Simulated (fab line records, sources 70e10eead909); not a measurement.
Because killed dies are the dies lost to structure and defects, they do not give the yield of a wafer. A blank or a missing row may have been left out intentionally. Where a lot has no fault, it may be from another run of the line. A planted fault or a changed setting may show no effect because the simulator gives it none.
Which of the tools did it? || flow nand_harc || 24 lots, 72 wafers sampled, at 6 steps of a route of 1302

== WHAT THE GAUGES READ, wafer by wafer ==
NHARC_A_SGD_CUT_INSPECT_11. Usual: raw_defect_count at 62, with a standard deviation of 32.
{"lot": "L074", "measured": "day 19 16:52", "on": "defect_inspect-02", "raw_defect_count": "64 57 62", "flag": ""}
{"lot": "L075", "measured": "day 19 18:44", "on": "defect_inspect-01", "raw_defect_count": "71 63 66", "flag": ""}
{"lot": "L077", "measured": "day 20 01:49", "on": "defect_inspect-01", "raw_defect_count": "20 17 26", "flag": ""}
{"lot": "L076", "measured": "day 20 01:59", "on": "defect_inspect-02", "raw_defect_count": "112 94 119", "flag": ""}
{"lot": "L078", "measured": "day 20 10:00", "on": "defect_inspect-02", "raw_defect_count": "32 31 33", "flag": ""}
{"lot": "L080", "measured": "day 21 16:31", "on": "defect_inspect-02", "raw_defect_count": "78 80 82", "flag": ""}
{"lot": "L081", "measured": "day 21 16:50", "on": "defect_inspect-01", "raw_defect_count": "108 100 100", "flag": ""}
{"lot": "L079", "measured": "day 22 00:35", "on": "defect_inspect-01", "raw_defect_count": "110 110 96", "flag": ""}
{"lot": "L083", "measured": "day 23 01:45", "on": "defect_inspect-01", "raw_defect_count": "30 27 34", "flag": ""}
{"lot": "L082", "measured": "day 23 02:50", "on": "defect_inspect-02", "raw_defect_count": "69 71 79", "flag": ""}
{"lot": "L084", "measured": "day 23 08:27", "on": "defect_inspect-01", "raw_defect_count": "84 80 88", "flag": ""}
{"lot": "L085", "measured": "day 23 09:19", "on": "defect_inspect-02", "raw_defect_count": "15 17 10", "flag": ""}
{"lot": "L086", "measured": "day 23 21:54", "on": "defect_inspect-02", "raw_defect_count": "30 41 43", "flag": ""}
{"lot": "L089", "measured": "day 25 03:41", "on": "defect_inspect-02", "raw_defect_count": "59 52 64", "flag": ""}
{"lot": "L087", "measured": "day 25 03:51", "on": "defect_inspect-02", "raw_defect_count": "113 84 75", "flag": ""}
{"lot": "L088", "measured": "day 25 04:52", "on": "defect_inspect-01", "raw_defect_count": "65 50 57", "flag": ""}
{"lot": "L090", "measured": "day 25 16:08", "on": "defect_inspect-02", "raw_defect_count": "55 55 50", "flag": ""}
{"lot": "L091", "measured": "day 26 11:14", "on": "defect_inspect-02", "raw_defect_count": "27 24 25", "flag": ""}
{"lot": "L094", "measured": "day 27 06:17", "on": "defect_inspect-01", "raw_defect_count": "62 70 83", "flag": ""}
{"lot": "L093", "measured": "day 27 07:14", "on": "defect_inspect-01", "raw_defect_count": "81 61 62", "flag": ""}
{"lot": "L092", "measured": "day 27 07:32", "on": "defect_inspect-02", "raw_defect_count": "108 89 103", "flag": ""}
{"lot": "L096", "measured": "day 28 10:59", "on": "defect_inspect-02", "raw_defect_count": "7 4 8", "flag": ""}
{"lot": "L095", "measured": "day 28 11:19", "on": "defect_inspect-01", "raw_defect_count": "18 37 38", "flag": ""}
{"lot": "L097", "measured": "day 29 00:03", "on": "defect_inspect-02", "raw_defect_count": "102 91 82", "flag": ""}

NHARC_A_CONTACT_CD_MEAS_42: target cd 300 nm. Usual: cd_nm at 299.9 nm, with a standard deviation of 0.64.
{"lot": "L074", "measured": "day 21 20:46", "on": "cd_sem-01", "cd_nm (nm)": "300.7 300.7 299.8", "flag": ""}
{"lot": "L075", "measured": "day 21 20:35", "on": "cd_sem-03", "cd_nm (nm)": "298.9 300.0 299.6", "flag": ""}
{"lot": "L077", "measured": "day 22 06:28", "on": "cd_sem-03", "cd_nm (nm)": "299.1 299.9 299.3", "flag": ""}
{"lot": "L076", "measured": "day 22 08:11", "on": "cd_sem-03", "cd_nm (nm)": "299.0 299.8 299.7", "flag": ""}
{"lot": "L078", "measured": "day 22 18:00", "on": "cd_sem-03", "cd_nm (nm)": "300.3 300.5 300.1", "flag": ""}
{"lot": "L080", "measured": "day 24 00:59", "on": "cd_sem-02", "cd_nm (nm)": "298.9 298.3 298.9", "flag": ""}
{"lot": "L081", "measured": "day 23 21:14", "on": "cd_sem-02", "cd_nm (nm)": "300.1 299.9 300.6", "flag": ""}
{"lot": "L079", "measured": "day 24 07:15", "on": "cd_sem-01", "cd_nm (nm)": "301.0 300.3 300.6", "flag": ""}
{"lot": "L083", "measured": "day 25 04:52", "on": "cd_sem-03", "cd_nm (nm)": "299.6 299.3 299.9", "flag": ""}
{"lot": "L082", "measured": "day 25 05:01", "on": "cd_sem-03", "cd_nm (nm)": "300.7 300.5 300.5", "flag": ""}
{"lot": "L084", "measured": "day 25 11:44", "on": "cd_sem-03", "cd_nm (nm)": "299.5 299.9 299.6", "flag": ""}
{"lot": "L085", "measured": "day 25 14:48", "on": "cd_sem-01", "cd_nm (nm)": "300.9 301.4 300.6", "flag": ""}
{"lot": "L086", "measured": "day 26 03:47", "on": "cd_sem-01", "cd_nm (nm)": "299.4 299.2 299.6", "flag": ""}
{"lot": "L089", "measured": "day 27 13:13", "on": "cd_sem-01", "cd_nm (nm)": "300.6 300.9 301.0", "flag": ""}
{"lot": "L087", "measured": "day 27 08:59", "on": "cd_sem-03", "cd_nm (nm)": "300.1 299.9 299.9", "flag": ""}
{"lot": "L088", "measured": "day 27 08:50", "on": "cd_sem-03", "cd_nm (nm)": "300.4 300.8 300.7", "flag": ""}
{"lot": "L090", "measured": "day 28 00:49", "on": "cd_sem-02", "cd_nm (nm)": "299.9 299.7 300.9", "flag": ""}
{"lot": "L091", "measured": "day 28 13:34", "on": "cd_sem-03", "cd_nm (nm)": "299.7 299.6 299.4", "flag": ""}
{"lot": "L094", "measured": "day 29 07:48", "on": "cd_sem-02", "cd_nm (nm)": "298.9 299.0 299.3", "flag": ""}
{"lot": "L093", "measured": "day 29 15:35", "on": "cd_sem-02", "cd_nm (nm)": "299.9 300.3 300.2", "flag": ""}
{"lot": "L092", "measured": "day 29 09:23", "on": "cd_sem-01", "cd_nm (nm)": "299.7 299.6 299.5", "flag": ""}
{"lot": "L096", "measured": "day 30 14:20", "on": "cd_sem-03", "cd_nm (nm)": "300.2 299.8 299.7", "flag": ""}
{"lot": "L095", "measured": "day 30 19:53", "on": "cd_sem-01", "cd_nm (nm)": "300.4 300.2 300.4", "flag": ""}
{"lot": "L097", "measured": "day 31 04:17", "on": "cd_sem-01", "cd_nm (nm)": "299.2 299.9 299.4", "flag": ""}

NHARC_A_CONTACT_INSPECT_44. Usual: raw_defect_count at 84, with a standard deviation of 43.
{"lot": "L074", "measured": "day 21 20:53", "on": "defect_inspect-02", "raw_defect_count": "64 57 70", "flag": ""}
{"lot": "L075", "measured": "day 21 20:43", "on": "defect_inspect-01", "raw_defect_count": "116 95 97", "flag": ""}
{"lot": "L077", "measured": "day 22 06:36", "on": "defect_inspect-02", "raw_defect_count": "58 61 59", "flag": ""}
{"lot": "L076", "measured": "day 22 08:19", "on": "defect_inspect-02", "raw_defect_count": "110 88 125", "flag": ""}
{"lot": "L078", "measured": "day 22 18:08", "on": "defect_inspect-02", "raw_defect_count": "35 30 29", "flag": ""}
{"lot": "L080", "measured": "day 24 01:06", "on": "defect_inspect-01", "raw_defect_count": "123 123 131", "flag": ""}
{"lot": "L081", "measured": "day 23 21:21", "on": "defect_inspect-02", "raw_defect_count": "139 145 146", "flag": ""}
{"lot": "L079", "measured": "day 24 07:23", "on": "defect_inspect-01", "raw_defect_count": "152 154 140", "flag": ""}
{"lot": "L083", "measured": "day 25 04:59", "on": "defect_inspect-01", "raw_defect_count": "40 36 42", "flag": ""}
{"lot": "L082", "measured": "day 25 05:08", "on": "defect_inspect-02", "raw_defect_count": "120 114 140", "flag": ""}
{"lot": "L084", "measured": "day 25 11:52", "on": "defect_inspect-01", "raw_defect_count": "82 87 84", "flag": ""}
{"lot": "L085", "measured": "day 25 14:55", "on": "defect_inspect-02", "raw_defect_count": "64 68 69", "flag": ""}
{"lot": "L086", "measured": "day 26 03:55", "on": "defect_inspect-02", "raw_defect_count": "39 41 47", "flag": ""}
{"lot": "L089", "measured": "day 27 13:20", "on": "defect_inspect-01", "raw_defect_count": "124 111 114", "flag": ""}
{"lot": "L087", "measured": "day 27 09:07", "on": "defect_inspect-01", "raw_defect_count": "124 95 91", "flag": ""}
{"lot": "L088", "measured": "day 27 08:58", "on": "defect_inspect-02", "raw_defect_count": "70 56 56", "flag": ""}
{"lot": "L090", "measured": "day 28 00:56", "on": "defect_inspect-02", "raw_defect_count": "59 56 60", "flag": ""}
{"lot": "L091", "measured": "day 28 13:41", "on": "defect_inspect-01", "raw_defect_count": "30 30 28", "flag": ""}
{"lot": "L094", "measured": "day 29 07:55", "on": "defect_inspect-01", "raw_defect_count": "65 75 96", "flag": ""}
{"lot": "L093", "measured": "day 29 15:42", "on": "defect_inspect-01", "raw_defect_count": "83 69 66", "flag": ""}
{"lot": "L092", "measured": "day 29 09:31", "on": "defect_inspect-01", "raw_defect_count": "159 140 160", "flag": ""}
{"lot": "L096", "measured": "day 30 14:27", "on": "defect_inspect-02", "raw_defect_count": "18 20 23", "flag": ""}
{"lot": "L095", "measured": "day 30 20:01", "on": "defect_inspect-01", "raw_defect_count": "26 46 48", "flag": ""}
{"lot": "L097", "measured": "day 31 04:24", "on": "defect_inspect-01", "raw_defect_count": "155 130 146", "flag": ""}

== EACH LOT AND THE TOOL THAT RAN IT (in order: tool; ch and the chambers of the sampled wafers; start) ==
{"lot": "L074", "NHARC_A_SLIT_DEP_23": "pecvd-01 ch 0,2, day 20 06:51", "NHARC_A_SLIT_ETCH_29": "rie_diel-06 ch 1,2, day 20 13:31", "NHARC_A_WL_FILL_ALD_00": "ald_hk-02 ch 1,2, day 20 20:48"}
{"lot": "L075", "NHARC_A_SLIT_DEP_23": "pecvd-01 ch 0,2, day 20 07:42", "NHARC_A_SLIT_ETCH_29": "rie_diel-10 ch 1,2, day 20 14:22", "NHARC_A_WL_FILL_ALD_00": "ald_hk-02 ch 0,1, day 20 20:56"}
{"lot": "L077", "NHARC_A_SLIT_DEP_23": "pecvd-02 ch 0,1,2, day 20 14:18", "NHARC_A_SLIT_ETCH_29": "rie_diel-06 ch 0,2,3, day 20 22:16", "NHARC_A_WL_FILL_ALD_00": "ald_hk-02 ch 0,1,2, day 21 06:58"}
{"lot": "L076", "NHARC_A_SLIT_DEP_23": "pecvd-04 ch 0,1, day 20 14:17", "NHARC_A_SLIT_ETCH_29": "rie_diel-03 ch 0,2,3, day 20 21:35", "NHARC_A_WL_FILL_ALD_00": "ald_hk-04 ch 1,2,3, day 21 06:50"}
{"lot": "L078", "NHARC_A_SLIT_DEP_23": "pecvd-01 ch 0,2, day 20 22:11", "NHARC_A_SLIT_ETCH_29": "rie_diel-10 ch 0,1,3, day 21 05:56", "NHARC_A_WL_FILL_ALD_00": "ald_hk-02 ch 0,1,2, day 21 13:14"}
{"lot": "L080", "NHARC_A_SLIT_DEP_23": "pecvd-02 ch 0,1,2, day 22 09:36", "NHARC_A_SLIT_ETCH_29": "rie_diel-06 ch 1,2, day 22 18:04", "NHARC_A_WL_FILL_ALD_00": "ald_hk-02 ch 1,2,3, day 23 01:22"}
{"lot": "L081", "NHARC_A_SLIT_DEP_23": "pecvd-04 ch 0,2, day 22 07:36", "NHARC_A_SLIT_ETCH_29": "rie_diel-10 ch 1,2, day 22 14:14", "NHARC_A_WL_FILL_ALD_00": "ald_hk-04 ch 0,1, day 22 21:30"}
{"lot": "L079", "NHARC_A_SLIT_DEP_23": "pecvd-02 ch 0,1,2, day 22 17:11", "NHARC_A_SLIT_ETCH_29": "rie_diel-03 ch 0,2, day 22 23:49", "NHARC_A_WL_FILL_ALD_00": "ald_hk-01 ch 0,2,3, day 23 07:08"}
{"lot": "L083", "NHARC_A_SLIT_DEP_23": "pecvd-02 ch 1,2, day 23 14:51", "NHARC_A_SLIT_ETCH_29": "rie_diel-03 ch 0,1, day 23 21:47", "NHARC_A_WL_FILL_ALD_00": "ald_hk-04 ch 0,1, day 24 05:01"}
{"lot": "L082", "NHARC_A_SLIT_DEP_23": "pecvd-01 ch 0,1, day 23 14:59", "NHARC_A_SLIT_ETCH_29": "rie_diel-10 ch 0,1,2, day 23 23:58", "NHARC_A_WL_FILL_ALD_00": "ald_hk-02 ch 0,1,3, day 24 07:13"}
{"lot": "L084", "NHARC_A_SLIT_DEP_23": "pecvd-02 ch 0,1,2, day 23 19:11", "NHARC_A_SLIT_ETCH_29": "rie_diel-06 ch 0,1,3, day 24 01:47", "NHARC_A_WL_FILL_ALD_00": "ald_hk-02 ch 0,1,2, day 24 09:44"}
{"lot": "L085", "NHARC_A_SLIT_DEP_23": "pecvd-04 ch 0,2, day 23 19:21", "NHARC_A_SLIT_ETCH_29": "rie_diel-10 ch 0,3, day 24 03:47", "NHARC_A_WL_FILL_ALD_00": "ald_hk-04 ch 0,1,2, day 24 09:47"}
{"lot": "L086", "NHARC_A_SLIT_DEP_23": "pecvd-04 ch 0,1,2, day 24 12:14", "NHARC_A_SLIT_ETCH_29": "rie_diel-06 ch 0,1,2, day 24 18:53", "NHARC_A_WL_FILL_ALD_00": "ald_hk-04 ch 0,3, day 25 02:10"}
{"lot": "L089", "NHARC_A_SLIT_DEP_23": "pecvd-04 ch 0,1, day 25 15:01", "NHARC_A_SLIT_ETCH_29": "rie_diel-03 ch 2,3, day 25 21:42", "NHARC_A_WL_FILL_ALD_00": "ald_hk-04 ch 1,2,3, day 26 04:16"}
{"lot": "L087", "NHARC_A_SLIT_DEP_23": "pecvd-01 ch 0,1, day 25 14:27", "NHARC_A_SLIT_ETCH_29": "rie_diel-06 ch 1,3, day 25 21:04", "NHARC_A_WL_FILL_ALD_00": "ald_hk-02 ch 0,2,3, day 26 04:15"}
{"lot": "L088", "NHARC_A_SLIT_DEP_23": "pecvd-04 ch 1,2, day 25 17:53", "NHARC_A_SLIT_ETCH_29": "rie_diel-03 ch 1,2,3, day 26 00:53", "NHARC_A_WL_FILL_ALD_00": "ald_hk-02 ch 1,2,3, day 26 08:04"}
{"lot": "L090", "NHARC_A_SLIT_DEP_23": "pecvd-04 ch 0,1, day 26 04:31", "NHARC_A_SLIT_ETCH_29": "rie_diel-06 ch 0,1,2, day 26 11:16", "NHARC_A_WL_FILL_ALD_00": "ald_hk-02 ch 0,2,3, day 26 21:08"}
{"lot": "L091", "NHARC_A_SLIT_DEP_23": "pecvd-04 ch 0,1,2, day 26 23:40", "NHARC_A_SLIT_ETCH_29": "rie_diel-03 ch 2,3, day 27 06:13", "NHARC_A_WL_FILL_ALD_00": "ald_hk-01 ch 0,1,2, day 27 13:24"}
{"lot": "L094", "NHARC_A_SLIT_DEP_23": "pecvd-02 ch 0,1,2, day 27 17:31", "NHARC_A_SLIT_ETCH_29": "rie_diel-10 ch 0,2,3, day 28 00:07", "NHARC_A_WL_FILL_ALD_00": "ald_hk-02 ch 0,2, day 28 07:19"}
{"lot": "L093", "NHARC_A_SLIT_DEP_23": "pecvd-01 ch 0,1, day 27 17:47", "NHARC_A_SLIT_ETCH_29": "rie_diel-03 ch 0,1,3, day 28 03:56", "NHARC_A_WL_FILL_ALD_00": "ald_hk-04 ch 0,3, day 28 11:05"}
{"lot": "L092", "NHARC_A_SLIT_DEP_23": "pecvd-01 ch 0,1,2, day 27 17:32", "NHARC_A_SLIT_ETCH_29": "rie_diel-03 ch 0,1, day 28 00:20", "NHARC_A_WL_FILL_ALD_00": "ald_hk-01 ch 0,1,2, day 28 07:21"}
{"lot": "L096", "NHARC_A_SLIT_DEP_23": "pecvd-02 ch 0,2, day 29 00:47", "NHARC_A_SLIT_ETCH_29": "rie_diel-03 ch 0,1,2, day 29 07:16", "NHARC_A_WL_FILL_ALD_00": "ald_hk-02 ch 0,1, day 29 14:29"}
{"lot": "L095", "NHARC_A_SLIT_DEP_23": "pecvd-02 ch 1,2, day 29 02:51", "NHARC_A_SLIT_ETCH_29": "rie_diel-03 ch 2,3, day 29 11:04", "NHARC_A_WL_FILL_ALD_00": "ald_hk-04 ch 0,1, day 29 18:18"}
{"lot": "L097", "NHARC_A_SLIT_DEP_23": "pecvd-02 ch 0,2, day 29 13:14", "NHARC_A_SLIT_ETCH_29": "rie_diel-03 ch 0,2,3, day 29 19:51", "NHARC_A_WL_FILL_ALD_00": "ald_hk-04 ch 0,2,3, day 30 02:57"}
- NHARC_A_SLIT_DEP_23: deposits SiON, target thk 100 nm.
- NHARC_A_SLIT_ETCH_29: etches the open film in CF4/O2, target depth 100 nm, overetch 10 nm, time 55 s.
- NHARC_A_WL_FILL_ALD_00: deposits Al2O3, target thk 3 nm, pulse time 3 s, ald cycles 30.

== WHAT THE TOOLS THEMSELVES READ (means of the sampled wafers that have a number; where no wafer has one, the mark that the record gives instead) ==
NHARC_A_SLIT_DEP_23. Usual: heater_power_w at 797 W, with a standard deviation of 78.
{"lot": "L074", "tool": "pecvd-01", "heater_power_w (W)": 703, "flag": ""}
{"lot": "L075", "tool": "pecvd-01", "heater_power_w (W)": 721, "flag": ""}
{"lot": "L077", "tool": "pecvd-02", "heater_power_w (W)": 816, "flag": ""}
{"lot": "L076", "tool": "pecvd-04", "heater_power_w (W)": 742, "flag": ""}
{"lot": "L078", "tool": "pecvd-01", "heater_power_w (W)": 759, "flag": ""}
{"lot": "L080", "tool": "pecvd-02", "heater_power_w (W)": 803, "flag": ""}
{"lot": "L081", "tool": "pecvd-04", "heater_power_w (W)": 909, "flag": ""}
{"lot": "L079", "tool": "pecvd-02", "heater_power_w (W)": 755, "flag": ""}
{"lot": "L083", "tool": "pecvd-02", "heater_power_w (W)": 827, "flag": ""}
{"lot": "L082", "tool": "pecvd-01", "heater_power_w (W)": 669, "flag": ""}
{"lot": "L084", "tool": "pecvd-02", "heater_power_w (W)": 875, "flag": ""}
{"lot": "L085", "tool": "pecvd-04", "heater_power_w (W)": 848, "flag": ""}
{"lot": "L086", "tool": "pecvd-04", "heater_power_w (W)": 837, "flag": ""}
{"lot": "L089", "tool": "pecvd-04", "heater_power_w (W)": 753, "flag": ""}
{"lot": "L087", "tool": "pecvd-01", "heater_power_w (W)": 692, "flag": ""}
{"lot": "L088", "tool": "pecvd-04", "heater_power_w (W)": 859, "flag": ""}
{"lot": "L090", "tool": "pecvd-04", "heater_power_w (W)": 747, "flag": ""}
{"lot": "L091", "tool": "pecvd-04", "heater_power_w (W)": 810, "flag": ""}
{"lot": "L094", "tool": "pecvd-02", "heater_power_w (W)": 813, "flag": ""}
{"lot": "L093", "tool": "pecvd-01", "heater_power_w (W)": 671, "flag": ""}
{"lot": "L092", "tool": "pecvd-01", "heater_power_w (W)": 797, "flag": ""}
{"lot": "L096", "tool": "pecvd-02", "heater_power_w (W)": 865, "flag": ""}
{"lot": "L095", "tool": "pecvd-02", "heater_power_w (W)": 806, "flag": ""}
{"lot": "L097", "tool": "pecvd-02", "heater_power_w (W)": 862, "flag": ""}

NHARC_A_SLIT_ETCH_29. Usual: drypump_motor_current_A 5.7 A, standard deviation 0.33; oes_product_au 1.002 a.u., standard deviation 0.011; rf_vpp_V 197.5 V, standard deviation 1.6; showerhead_plenum_p_Torr 1.32 Torr, standard deviation 0.062; throttle_valve_pct 13.397 %, standard deviation 0.0094.
{"lot": "L074", "tool": "rie_diel-06", "drypump_motor_current_A (A)": 5.8, "oes_product_au (a.u.)": 0.997, "rf_vpp_V (V)": 198.3, "showerhead_plenum_p_Torr (Torr)": 1.35, "throttle_valve_pct (%)": 13.397, "flag": ""}
{"lot": "L075", "tool": "rie_diel-10", "drypump_motor_current_A (A)": 5.9, "oes_product_au (a.u.)": 1.010, "rf_vpp_V (V)": 195.7, "showerhead_plenum_p_Torr (Torr)": 1.28, "throttle_valve_pct (%)": 13.395, "flag": ""}
{"lot": "L077", "tool": "rie_diel-06", "drypump_motor_current_A (A)": 5.5, "oes_product_au (a.u.)": 0.994, "rf_vpp_V (V)": 197.7, "showerhead_plenum_p_Torr (Torr)": 1.36, "throttle_valve_pct (%)": 13.395, "flag": ""}
{"lot": "L076", "tool": "rie_diel-03", "drypump_motor_current_A (A)": 5.6, "oes_product_au (a.u.)": 1.010, "rf_vpp_V (V)": 196.5, "showerhead_plenum_p_Torr (Torr)": 1.26, "throttle_valve_pct (%)": 13.391, "flag": ""}
{"lot": "L078", "tool": "rie_diel-10", "drypump_motor_current_A (A)": 6.1, "oes_product_au (a.u.)": 1.006, "rf_vpp_V (V)": 197.9, "showerhead_plenum_p_Torr (Torr)": 1.36, "throttle_valve_pct (%)": 13.400, "flag": ""}
{"lot": "L080", "tool": "rie_diel-06", "drypump_motor_current_A (A)": 5.7, "oes_product_au (a.u.)": 0.995, "rf_vpp_V (V)": 198.7, "showerhead_plenum_p_Torr (Torr)": 1.35, "throttle_valve_pct (%)": 13.393, "flag": ""}
{"lot": "L081", "tool": "rie_diel-10", "drypump_motor_current_A (A)": 5.9, "oes_product_au (a.u.)": 1.009, "rf_vpp_V (V)": 196.6, "showerhead_plenum_p_Torr (Torr)": 1.28, "throttle_valve_pct (%)": 13.398, "flag": ""}
{"lot": "L079", "tool": "rie_diel-03", "drypump_motor_current_A (A)": 5.5, "oes_product_au (a.u.)": 1.002, "rf_vpp_V (V)": 196.4, "showerhead_plenum_p_Torr (Torr)": 1.27, "throttle_valve_pct (%)": 13.407, "flag": ""}
{"lot": "L083", "tool": "rie_diel-03", "drypump_motor_current_A (A)": 5.8, "oes_product_au (a.u.)": 0.997, "rf_vpp_V (V)": 197.6, "showerhead_plenum_p_Torr (Torr)": 1.34, "throttle_valve_pct (%)": 13.406, "flag": ""}
{"lot": "L082", "tool": "rie_diel-10", "drypump_motor_current_A (A)": 6.0, "oes_product_au (a.u.)": 1.012, "rf_vpp_V (V)": 198.1, "showerhead_plenum_p_Torr (Torr)": 1.31, "throttle_valve_pct (%)": 13.398, "flag": ""}
{"lot": "L084", "tool": "rie_diel-06", "drypump_motor_current_A (A)": 5.4, "oes_product_au (a.u.)": 0.985, "rf_vpp_V (V)": 198.8, "showerhead_plenum_p_Torr (Torr)": 1.38, "throttle_valve_pct (%)": 13.394, "flag": ""}
{"lot": "L085", "tool": "rie_diel-10", "drypump_motor_current_A (A)": 6.2, "oes_product_au (a.u.)": 1.020, "rf_vpp_V (V)": 198.4, "showerhead_plenum_p_Torr (Torr)": 1.39, "throttle_valve_pct (%)": 13.392, "flag": ""}
{"lot": "L086", "tool": "rie_diel-06", "drypump_motor_current_A (A)": 5.6, "oes_product_au (a.u.)": 1.000, "rf_vpp_V (V)": 197.5, "showerhead_plenum_p_Torr (Torr)": 1.36, "throttle_valve_pct (%)": 13.402, "flag": ""}
{"lot": "L089", "tool": "rie_diel-03", "drypump_motor_current_A (A)": 5.7, "oes_product_au (a.u.)": 1.008, "rf_vpp_V (V)": 197.4, "showerhead_plenum_p_Torr (Torr)": 1.27, "throttle_valve_pct (%)": 13.397, "flag": ""}
{"lot": "L087", "tool": "rie_diel-06", "drypump_motor_current_A (A)": 5.4, "oes_product_au (a.u.)": 0.984, "rf_vpp_V (V)": 198.7, "showerhead_plenum_p_Torr (Torr)": 1.38, "throttle_valve_pct (%)": 13.398, "flag": ""}
{"lot": "L088", "tool": "rie_diel-03", "drypump_motor_current_A (A)": 5.8, "oes_product_au (a.u.)": 0.998, "rf_vpp_V (V)": 197.2, "showerhead_plenum_p_Torr (Torr)": 1.31, "throttle_valve_pct (%)": 13.397, "flag": ""}
{"lot": "L090", "tool": "rie_diel-06", "drypump_motor_current_A (A)": 5.5, "oes_product_au (a.u.)": 1.005, "rf_vpp_V (V)": 198.6, "showerhead_plenum_p_Torr (Torr)": 1.36, "throttle_valve_pct (%)": 13.398, "flag": ""}
{"lot": "L091", "tool": "rie_diel-03", "drypump_motor_current_A (A)": 5.6, "oes_product_au (a.u.)": 1.012, "rf_vpp_V (V)": 195.8, "showerhead_plenum_p_Torr (Torr)": 1.27, "throttle_valve_pct (%)": 13.399, "flag": ""}
{"lot": "L094", "tool": "rie_diel-10", "drypump_motor_current_A (A)": 6.0, "oes_product_au (a.u.)": 1.008, "rf_vpp_V (V)": 197.8, "showerhead_plenum_p_Torr (Torr)": 1.34, "throttle_valve_pct (%)": 13.387, "flag": ""}
{"lot": "L093", "tool": "rie_diel-03", "drypump_motor_current_A (A)": 5.7, "oes_product_au (a.u.)": 1.007, "rf_vpp_V (V)": 196.0, "showerhead_plenum_p_Torr (Torr)": 1.29, "throttle_valve_pct (%)": 13.406, "flag": ""}
{"lot": "L092", "tool": "rie_diel-03", "drypump_motor_current_A (A)": 5.8, "oes_product_au (a.u.)": 1.009, "rf_vpp_V (V)": 198.1, "showerhead_plenum_p_Torr (Torr)": 1.34, "throttle_valve_pct (%)": 13.396, "flag": ""}
{"lot": "L096", "tool": "rie_diel-03", "drypump_motor_current_A (A)": 5.6, "oes_product_au (a.u.)": 1.001, "rf_vpp_V (V)": 197.1, "showerhead_plenum_p_Torr (Torr)": 1.30, "throttle_valve_pct (%)": 13.393, "flag": ""}
{"lot": "L095", "tool": "rie_diel-03", "drypump_motor_current_A (A)": 5.6, "oes_product_au (a.u.)": 1.008, "rf_vpp_V (V)": 196.9, "showerhead_plenum_p_Torr (Torr)": 1.27, "throttle_valve_pct (%)": 13.394, "flag": ""}
{"lot": "L097", "tool": "rie_diel-03", "drypump_motor_current_A (A)": 5.6, "oes_product_au (a.u.)": 1.003, "rf_vpp_V (V)": 195.8, "showerhead_plenum_p_Torr (Torr)": 1.26, "throttle_valve_pct (%)": 13.404, "flag": ""}

NHARC_A_WL_FILL_ALD_00. Usual: heater_power_w 475 W, standard deviation 35; precursor_pulse_height_rel 1.001, standard deviation 0.021.
{"lot": "L074", "tool": "ald_hk-02", "heater_power_w (W)": 479, "precursor_pulse_height_rel": 0.996, "flag": ""}
{"lot": "L075", "tool": "ald_hk-02", "heater_power_w (W)": 515, "precursor_pulse_height_rel": 1.002, "flag": ""}
{"lot": "L077", "tool": "ald_hk-02", "heater_power_w (W)": 501, "precursor_pulse_height_rel": 1.009, "flag": ""}
{"lot": "L076", "tool": "ald_hk-04", "heater_power_w (W)": 455, "precursor_pulse_height_rel": 0.998, "flag": ""}
{"lot": "L078", "tool": "ald_hk-02", "heater_power_w (W)": 496, "precursor_pulse_height_rel": 1.015, "flag": ""}
{"lot": "L080", "tool": "ald_hk-02", "heater_power_w (W)": 480, "precursor_pulse_height_rel": 0.993, "flag": ""}
{"lot": "L081", "tool": "ald_hk-04", "heater_power_w (W)": 461, "precursor_pulse_height_rel": 0.995, "flag": ""}
{"lot": "L079", "tool": "ald_hk-01", "heater_power_w (W)": 443, "precursor_pulse_height_rel": 1.000, "flag": ""}
{"lot": "L083", "tool": "ald_hk-04", "heater_power_w (W)": 457, "precursor_pulse_height_rel": 0.992, "flag": ""}
{"lot": "L082", "tool": "ald_hk-02", "heater_power_w (W)": 507, "precursor_pulse_height_rel": 0.989, "flag": ""}
{"lot": "L084", "tool": "ald_hk-02", "heater_power_w (W)": 489, "precursor_pulse_height_rel": 0.996, "flag": ""}
{"lot": "L085", "tool": "ald_hk-04", "heater_power_w (W)": 463, "precursor_pulse_height_rel": 1.006, "flag": ""}
{"lot": "L086", "tool": "ald_hk-04", "heater_power_w (W)": 479, "precursor_pulse_height_rel": 1.023, "flag": ""}
{"lot": "L089", "tool": "ald_hk-04", "heater_power_w (W)": 462, "precursor_pulse_height_rel": 0.984, "flag": ""}
{"lot": "L087", "tool": "ald_hk-02", "heater_power_w (W)": 492, "precursor_pulse_height_rel": 0.990, "flag": ""}
{"lot": "L088", "tool": "ald_hk-02", "heater_power_w (W)": 472, "precursor_pulse_height_rel": 1.001, "flag": ""}
{"lot": "L090", "tool": "ald_hk-02", "heater_power_w (W)": 492, "precursor_pulse_height_rel": 0.978, "flag": ""}
{"lot": "L091", "tool": "ald_hk-01", "heater_power_w (W)": 426, "precursor_pulse_height_rel": 1.017, "flag": ""}
{"lot": "L094", "tool": "ald_hk-02", "heater_power_w (W)": 487, "precursor_pulse_height_rel": 0.974, "flag": ""}
{"lot": "L093", "tool": "ald_hk-04", "heater_power_w (W)": 479, "precursor_pulse_height_rel": 0.982, "flag": ""}
{"lot": "L092", "tool": "ald_hk-01", "heater_power_w (W)": 420, "precursor_pulse_height_rel": 0.993, "flag": ""}
{"lot": "L096", "tool": "ald_hk-02", "heater_power_w (W)": 497, "precursor_pulse_height_rel": 0.995, "flag": ""}
{"lot": "L095", "tool": "ald_hk-04", "heater_power_w (W)": 447, "precursor_pulse_height_rel": 0.990, "flag": ""}
{"lot": "L097", "tool": "ald_hk-04", "heater_power_w (W)": 484, "precursor_pulse_height_rel": 1.001, "flag": ""}

== THE ANSWER, worked out from the rows above alone ==
Rule: take the mean of a lot's wafers that have a number; if it is more than 3 standard deviations from the usual mean, the lot is off. Also off: a lot with no number at a reading for which 4 or more lots have one. Where the step has rows for the other lots, those lots are counted as sound. Order of review: gauges by route order, followed by the tools' own readings, for which a lot's mean as printed above is used. The first step at which some lot is off is used, and at that step the reading that is off furthest; a lot without a number counts as furthest.
Nothing can be told from this: no lot is off at any reading shown.

== WHAT THE SIMULATOR HAD INSERTED ==
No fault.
